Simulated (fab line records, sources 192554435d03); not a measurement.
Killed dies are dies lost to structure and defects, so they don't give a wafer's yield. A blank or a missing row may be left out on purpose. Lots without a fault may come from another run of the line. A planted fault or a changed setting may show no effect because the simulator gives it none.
fab line records | flow n5_finfet
record lots=10 wafers=30 last_day=18
route steps=1938 shown BEOL_M7@1299 PASSIVATION@1936
lots that met no fault: from a run of the same line without faults
start_h: hours from the record's first day to the start of the lot's first wafer shown | wait_h: hours since the lot's step before | " the same as in the row above | L1.1+2: a row that stands for several wafers | - no value, or no start given | * or withheld: withheld | < > ~ a bound
route shown NAME@n: a module of which the file shows steps, and the number in the route of the first | usual: mean/standard deviation of fault-free wafers | same: alike in all rows | chamber/n: place in a boat | sites: the reading at each site | _std_site: their standard deviation | _edge_site: outer sites' mean less inner sites' | radius_mm: how far each site lies from the wafer's centre | mask NAME#n: copy n | behind: the tool/chamber that last shaped the wafer | hold: why the lot was held/for how many hours/how that ended | device: the transistor (n, p or np) that didn't switch | end of line: the same wafers' tests at the end of the route | a step without rows: its recipe alone | killed: dies lost to structure and defects at the first sort, not the wafer's yield | map: a wafer's dies, x killed, . not, _ none there
set.NAME: the setting as run; set.NAME@STEP: as run at that earlier step | model.NAME: the simulator's own value behind a step, which no gauge read
steps of the route over a sample of lots; a table a step, a row a wafer
services: from which hour (start_h, from the record's first day; less than 0 if before it) a tool's chamber was out of use, for how many hours, and why
## steps
# step N5_BEOL_M7_DESCUM_33
# recipe chemistry=O2 time_s=7 source_power_w=50 bias_power_w=20 pressure_mtorr=20 rf_frequency_hz=2.712e+07 temp_c=40 resist=CAR-EUV o2_flow_sccm=225
# usual drypump_motor_current_A=5.8/0.56 oes_product_au=0.77/0.089 rf_vpp_V=242.9/1.3 showerhead_plenum_p_Torr=2.08/0.066 throttle_valve_pct=20.4/0.31
# columns lot.wafer tool chamber start_h wait_h drypump_motor_current_A oes_product_au rf_hours_counter_h rf_vpp_V showerhead_plenum_p_Torr throttle_valve_pct
L638.2 rie_diel-04 0 212.13 0.3 5.9 0.74 141 241.3 1.92 20.4
L638.5 " 2 " " 5.1 0.74 - 243.3 2.11 20.1
L638.6 " 3 " " 6.2 0.73 - 241.3 2.05 20.2
L641.1 rie_diel-03 0 220.11 0.0 5.1 0.69 245 241.9 2.07 20.8
L641.3 " 2 " " 5.6 0.72 215 242.0 2.09 20.9
L641.6 " 2 " " 5.6 0.73 - 242.2 2.09 20.9
L640.3 rie_diel-04 0 220.25 0.0 5.9 0.73 143 240.2 1.92 20.4
L640.5 " 3 " " 6.3 0.72 - 244.5 2.05 20.2
L640.6 " 2 " " 5.2 0.73 - 243.9 2.10 20.2
L639.1 rie_diel-03 2 220.54 0.0 5.6 0.72 216 242.3 2.09 20.9
L639.2 " 3 " " 5.8 0.77 107 243.1 2.11 20.2
L639.6 " 1 " " 6.3 0.69 - 244.2 2.14 20.1
L644.3 rie_diel-04 3 225.29 0.3 6.2 0.72 218 241.9 2.05 20.2
L644.4 " 2 " " 5.2 0.73 - 245.5 2.10 20.2
L644.5 " 0 " " 5.9 0.73 - 239.2 1.92 20.4
L647.2 rie_diel-04 1 252.89 0.3 5.3 0.81 105 243.1 2.02 20.1
L647.4 " 2 " " 5.2 0.73 170 242.5 2.10 20.2
L647.6 " 3 " " 6.2 0.71 - 241.8 2.04 20.2
L649.3 rie_diel-03 2 287.96 0.0 5.6 0.71 234 241.5 2.09 20.9
L649.4 " 1 " " 6.3 0.97 - 243.3 2.14 19.8
L649.5 " 2 " " 5.6 0.71 - 243.8 2.09 20.9
L659.4 rie_diel-04 2 324.41 0.0 5.2 0.71 - 242.9 2.09 20.2
L659.5 " 1 " " 5.3 0.79 - 240.9 2.01 20.1
L659.6 " 3 " " 6.2 0.71 - 241.1 2.04 20.3
L657.2 rie_diel-02 3 324.62 0.2 6.6 0.82 93 242.6 2.02 20.0
L657.3 " 2 " " 4.7 0.86 46 245.3 2.13 20.4
L657.4 " 1 " " 6.6 0.66 248 244.4 2.15 20.7
L661.1 rie_diel-02 3 360.43 0.0 6.6 0.81 103 242.6 2.01 20.0
L661.4 " 0 " " 5.8 0.93 23 243.4 2.15 20.7
L661.5 " 2 " " 4.6 0.83 - 242.4 2.13 20.4
# step N5_BEOL_M7_VIA_ETCH_34
# recipe chemistry=C4F6/O2 target=SiCOH_lowk target_depth_a=1255 mask_material=SOC taper_deg=4 time_s=50.5 ion_energy_ev=250 pressure_mtorr=30 source_w=345 bias_w=185 Ar_flow_sccm=300 C4F6_flow_sccm=10 O2_flow_sccm=10
# usual C4F6_flow_sccm=10.00/0.032 drypump_motor_current_A=5.8/0.56 oes_o_777_au=0.77/0.087 oes_product_au=0.77/0.089 rf_vpp_V=667/11 showerhead_plenum_p_Torr=2.83/0.085 throttle_valve_pct=20.81/0.27
# columns lot.wafer tool chamber start_h wait_h C4F6_flow_sccm drypump_motor_current_A oes_o_777_au oes_product_au rf_hours_counter_h rf_vpp_V showerhead_plenum_p_Torr throttle_valve_pct
L638.2 rie_diel-04 0 212.31 0.0 10.00 5.8 0.76 0.74 141 641 2.62 20.80
L638.5 " 2 " " 9.99 5.2 0.76 0.73 - 668 2.85 20.54
L638.6 " 3 " " 10.00 6.3 0.68 0.73 - 667 2.83 20.89
L641.1 rie_diel-03 0 220.29 0.0 9.97 5.1 0.69 0.69 245 667 2.83 21.34
L641.3 " 2 " " 10.01 5.6 0.75 0.73 216 673 2.81 21.14
L641.6 " 2 " " 9.96 5.7 0.75 0.72 - 675 2.81 21.12
L640.3 rie_diel-04 0 220.43 0.0 10.00 5.9 0.77 0.74 143 639 2.62 20.79
L640.5 " 3 " " 10.01 6.2 0.68 0.72 - 666 2.83 20.92
L640.6 " 2 " " 10.00 5.1 0.75 0.74 - 667 2.85 20.55
L639.1 rie_diel-03 2 220.72 0.0 10.06 5.6 0.75 0.73 216 674 2.81 21.14
L639.2 " 3 " " 9.97 5.8 0.78 0.77 108 667 2.86 20.63
L639.6 " 1 " " 10.03 6.3 0.69 0.69 - 679 2.91 20.60
L644.3 rie_diel-04 3 225.47 0.0 9.99 6.2 0.68 0.72 218 667 2.83 20.93
L644.4 " 2 " " 10.00 5.2 0.75 0.73 - 668 2.84 20.55
L644.5 " 0 " " 10.00 5.9 0.76 0.73 - 640 2.62 20.80
L647.2 rie_diel-04 1 253.07 0.0 10.01 5.3 0.80 0.81 105 683 2.74 20.46
L647.4 " 2 " " 9.97 5.2 0.75 0.72 170 669 2.84 20.55
L647.6 " 3 " " 10.01 6.2 0.68 0.71 - 665 2.82 20.91
L649.3 rie_diel-03 2 288.14 0.0 10.03 5.6 0.74 0.71 234 674 2.80 21.16
L649.4 " 1 " " 10.02 6.3 0.96 0.98 - 679 2.91 20.25
L649.5 " 2 " " 10.00 5.6 0.74 0.72 - 674 2.80 21.15
L659.4 rie_diel-04 2 324.60 0.0 9.98 5.2 0.73 0.71 - 669 2.83 20.60
L659.5 " 1 " " 9.97 5.3 0.78 0.78 - 682 2.73 20.47
L659.6 " 3 " " 10.01 6.3 0.67 0.70 - 665 2.81 20.94
L657.2 rie_diel-02 3 324.80 0.0 10.00 6.6 0.78 0.81 93 673 2.78 20.58
L657.3 " 2 " " 10.04 4.7 0.86 0.86 46 665 2.92 20.94
L657.4 " 1 " " 9.94 6.6 0.67 0.66 248 675 2.90 21.05
L661.1 rie_diel-02 3 360.61 0.0 10.02 6.6 0.77 0.82 104 672 2.77 20.62
L661.4 " 0 " " 9.92 5.7 0.93 0.90 23 643 2.91 21.13
L661.5 " 2 " " 10.01 4.6 0.85 0.86 - 664 2.91 20.97
# step N5_BEOL_M7_STRIP_80
# recipe chemistry=N2/H2 time_s=10 power_w=450 temp_c=40 pressure_mtorr=20 rf_frequency_hz=6e+07 bias_power_w=7 n2_flow_sccm=200 h2_flow_sccm=200
# usual bias_power_w=6.999/0.021 chamber_pressure_mTorr=19.998/0.019 drypump_motor_current_A=5.8/0.56 oes_product_au=0.77/0.089 rf_vpp_V=59.1/0.77 showerhead_plenum_p_Torr=2.52/0.077 throttle_valve_pct=23.59/0.28
# columns lot.wafer tool chamber start_h wait_h bias_power_w chamber_pressure_mTorr drypump_motor_current_A oes_product_au rf_hours_counter_h rf_vpp_V showerhead_plenum_p_Torr throttle_valve_pct
L638.2 rie_diel-04 0 212.47 - 7.035 19.985 5.9 0.74 141 59.0 2.35 23.68
L638.5 " 2 " " 6.983 19.986 5.2 0.74 - 59.3 2.53 23.40
L638.6 " 3 " " 7.006 19.987 6.2 0.72 - 58.2 2.50 23.53
L641.1 rie_diel-03 0 220.46 - 7.020 20.041 5.1 0.69 245 58.5 2.49 23.96
L641.3 " 2 " " 6.976 20.020 5.6 0.72 216 58.3 2.49 23.87
L641.6 " 2 " " 7.000 19.950 5.6 0.72 - 59.2 2.49 23.86
L640.3 rie_diel-04 0 220.60 - 7.012 20.019 5.9 0.74 143 59.3 2.35 23.67
L640.5 " 3 " " 6.973 19.969 6.2 0.72 - 59.4 2.50 23.54
L640.6 " 2 " " 7.022 19.982 5.2 0.75 - 58.9 2.53 23.39
L639.1 rie_diel-03 2 220.89 - 7.004 20.009 5.6 0.72 216 59.2 2.49 23.87
L639.2 " 3 " " 7.005 20.024 5.8 0.78 108 59.5 2.57 23.63
L639.6 " 1 " " 7.013 20.016 6.3 0.68 - 60.4 2.61 23.32
L644.3 rie_diel-04 3 225.64 - 6.983 19.991 6.2 0.72 218 59.1 2.50 23.54
L644.4 " 2 " " 7.022 20.006 5.2 0.73 - 58.6 2.53 23.39
L644.5 " 0 " " 7.012 20.001 5.9 0.73 - 59.8 2.35 23.68
L647.2 rie_diel-04 1 253.23 - 6.995 19.970 5.3 0.81 105 59.0 2.45 23.46
L647.4 " 2 " " 6.974 19.991 5.2 0.73 170 58.9 2.52 23.42
L647.6 " 3 " " 7.007 20.018 6.2 0.72 - 59.4 2.50 23.54
L649.3 rie_diel-03 2 288.31 - 7.032 19.984 5.6 0.71 234 59.1 2.48 23.88
L649.4 " 1 " " 7.003 20.006 6.3 0.96 - 59.1 2.60 23.03
L649.5 " 2 " " 6.980 19.972 5.6 0.71 - 58.7 2.48 23.88
L659.4 rie_diel-04 2 324.77 - - - - - - - - -
L659.5 " 1 " " - - - - - - - -
L659.6 " 3 " " - - - - - - - -
L657.2 rie_diel-02 3 324.97 - - - - - - - - -
L657.3 " 2 " " - - - - - - - -
L657.4 " 1 " " - - - - - - - -
L661.1 rie_diel-02 3 360.78 - 7.007 20.004 6.7 0.81 104 58.7 2.44 23.09
L661.4 " 0 " " 6.955 20.002 5.7 0.91 23 59.4 2.61 24.04
L661.5 " 2 " " 7.030 20.036 4.6 0.84 - 61.1 2.57 23.55
# step N5_BEOL_M7_PRE_CLEAN_45
# recipe gas=H2/He time_s=30 temp_c=250
# usual heater_power_w=337/22 susceptor_temp_C=249.97/0.17
# columns lot.wafer tool chamber start_h wait_h heater_power_w susceptor_temp_C
L638.2 pvd_sputter-02 - 214.85 0.0 331 249.89
L638.5 " - " " 372 249.98
L638.6 " - " " 322 250.06
L641.1 pvd_sputter-02 - 221.17 0.0 336 249.80
L641.3 " - " " 367 249.67
L641.6 " - " " 336 249.91
L640.3 pvd_sputter-02 - 221.25 0.0 337 250.07
L640.5 " - " " 348 249.68
L640.6 " - " " 326 250.04
L639.1 pvd_sputter-02 - 221.73 0.0 333 249.86
L639.2 " - " " 369 250.26
L639.6 " - " " 342 250.00
L644.3 pvd_sputter-02 - 226.45 0.0 374 250.19
L644.4 " - " " 338 249.90
L644.5 " - " " 346 250.31
L647.2 pvd_sputter-02 - 254.09 0.0 376 249.97
L647.4 " - " " 324 250.15
L647.6 " - " " 333 249.91
L649.3 pvd_sputter-03 - 288.94 0.0 310 250.09
L649.4 " - " " 301 250.16
L649.5 " - " " 317 250.06
L659.4 pvd_sputter-03 - 325.49 0.0 309 249.75
L659.5 " - " " 313 250.07
L659.6 " - " " 299 249.70
L657.2 pvd_sputter-03 - 325.65 0.0 379 249.67
L657.3 " - " " 307 249.90
L657.4 " - " " 323 250.10
L661.1 pvd_sputter-01 - 361.69 0.0 349 250.02
L661.4 " - " " 336 250.17
L661.5 " - " " 345 249.94
# step N5_PASSIVATION_PROBE_49
# usual defect_limited_yield=91.4/1.4 killed_at_M0_to_M3=33/11 killed_at_M4_up=13/5.3 killed_at_contacts=13/6.1 killed_at_front_end=40/11 killed_at_other=2.9/2.7 killed_dies=102/17 killed_open=68/13 killed_short=32/7.5 sort_bin_4_leakage=0.00/0.022 sort_bin_5_function=5.1/0.98 sort_bin_6_memory=3.2/0.69 sort_n_pass=1077/21 sort_yield_pct=91.3/1.7
# same gross_dies=1180 killed_at_back_side=0 sort_bin_8_speed[%]=0
# columns lot.wafer tool chamber start_h wait_h defect_limited_yield[%] killed_at_M0_to_M3 killed_at_M4_up killed_at_contacts killed_at_front_end killed_at_other killed_dies killed_open killed_short sort_bin_4_leakage[%] sort_bin_5_function[%] sort_bin_6_memory[%] sort_n_pass sort_yield_pct[%]
L659.4 prober-02 - 411.35 0.2 88.4 30 50 12 41 4 137 98 38 0.08 8.4 2.8 1042 88.3
L659.5 prober-02 - 411.40 0.2 89.7 36 56 6 23 1 122 81 40 0 5.7 4.3 1058 89.7
L659.6 prober-02 - 411.45 0.3 86.3 50 57 9 43 3 162 117 44 0 8.1 5.5 1018 86.3
L657.2 prober-01 - 414.94 0.1 90.7 17 54 7 31 1 110 72 38 0 4.9 4.0 1070 90.7
L657.3 prober-01 - 414.99 0.1 87.1 30 59 16 41 6 152 104 48 0 8.6 4.1 1028 87.1
L657.4 prober-01 - 415.04 0.2 90.0 29 43 5 37 4 118 85 31 0 7.1 2.6 1062 90.0
# killed by level:class
L659.4 BEOL_M7:geometric_particle:open=29 FIN_SAQP:geometric_particle:open=11 FIN_SAQP:geometric_particle:short=11 BEOL_M4:geometric_particle:open=9 STI_FIN_REVEAL:geometric_particle:open=8 MOL_CONTACT_COAG:geometric_particle:open=8 BEOL_M1:geometric_particle:open=8 BEOL_M0_SAQP:geometric_particle:open=7
L659.5 BEOL_M7:geometric_particle:open=37 BEOL_M7:geometric_particle:short=11 STI_FIN_REVEAL:geometric_particle:open=9 BEOL_M3:geometric_particle:short=9 BEOL_M1:geometric_particle:open=7 BEOL_M2:geometric_particle:open=6 BEOL_M3:geometric_particle:open=6 MOL_CONTACT_COAG:geometric_particle:open=5
L659.6 BEOL_M7:geometric_particle:open=36 FIN_SAQP:geometric_particle:open=16 BEOL_M2:geometric_particle:open=12 BEOL_M0_SAQP:geometric_particle:short=9 BEOL_M1:geometric_particle:open=9 STI_FIN_REVEAL:geometric_particle:open=8 MOL_CONTACT_COAG:geometric_particle:open=7 FIN_SAQP:geometric_particle:short=6
L657.2 BEOL_M7:geometric_particle:open=35 BEOL_M7:geometric_particle:short=14 FIN_SAQP:geometric_particle:open=10 MOL_CONTACT_COAG:geometric_particle:open=7 BEOL_M0_SAQP:geometric_particle:short=7 FIN_SAQP:geometric_particle:short=6 STARTING-WAFER:geometric_particle:open=5 BEOL_M0:geometric_particle:open=4
L657.3 BEOL_M7:geometric_particle:open=36 FIN_SAQP:geometric_particle:open=13 MOL_CONTACT_COAG:geometric_particle:open=11 BEOL_M7:geometric_particle:short=11 BEOL_M2:geometric_particle:open=10 FIN_SAQP:geometric_particle:short=9 STI_FIN_REVEAL:geometric_particle:open=8 BEOL_M0_SAQP:geometric_particle:open=6
L657.4 BEOL_M7:geometric_particle:open=30 FIN_SAQP:geometric_particle:open=14 FIN_SAQP:geometric_particle:short=8 BEOL_M1:geometric_particle:open=7 BEOL_M3:geometric_particle:open=6 STI_FIN_REVEAL:geometric_particle:open=5 MOL_CONTACT_COAG:geometric_particle:open=4 BEOL_M0_SAQP:geometric_particle:open=4
## services
# columns tool chamber start_h hours kind
rie_diel-04 1 209.51 16.5 repair
rie_diel-02 0 238.33 5.8 repair
rie_diel-03 0 241.10 - clean
rie_diel-03 0 241.10 - consumable_replace:focus_ring
rie_diel-03 0 241.10 13.3 scheduled_down
rie_diel-03 0 241.10 13.3 vent_cycle
rie_diel-03 1 264.73 - clean
rie_diel-03 1 264.73 - consumable_replace:focus_ring
rie_diel-03 1 264.73 16.1 scheduled_down
rie_diel-03 1 264.73 16.1 vent_cycle
rie_diel-03 - 271.55 14.6 pm
rie_diel-02 0 274.53 - clean
rie_diel-02 0 274.53 - consumable_replace:focus_ring
rie_diel-03 0 318.78 21.1 repair
rie_diel-04 0 319.25 5.6 repair
rie_diel-04 3 338.66 - clean
rie_diel-04 3 338.66 - consumable_replace:focus_ring
rie_diel-04 3 338.66 15.6 scheduled_down
rie_diel-04 3 338.66 15.6 vent_cycle
rie_diel-03 2 339.96 - clean
rie_diel-03 2 339.96 - consumable_replace:focus_ring
rie_diel-03 2 339.96 16.9 scheduled_down
rie_diel-03 2 339.96 16.9 vent_cycle
pvd_sputter-02 - 357.48 4.6 repair
## key
first_sign step=N5_BEOL_M7_STRIP_80 reading=tool_record direction=missing
effect step=N5_PASSIVATION_PROBE_49 reading=killed_at_M4_up direction=up sigmas=7.5 usual=13 struck=53
more_kills_born_at N5_BEOL_M7_STRIP_80@rie_diel-02=125 N5_BEOL_M7_STRIP_80@rie_diel-04=120
met_at N5_BEOL_M7_STRIP_80
struck_lots L657,L659
not_acting_at N5_BEOL_M7_DESCUM_33,N5_BEOL_M7_VIA_ETCH_34,N5_BEOL_M7_PRE_CLEAN_45
onset_between 253.23 324.77
fault kind=skipped_step_whole tool=rie_diel-02,rie_diel-04 chamber=- onset_h=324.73 steps=N5_BEOL_M7_STRIP_80 scope=struck_lots_only
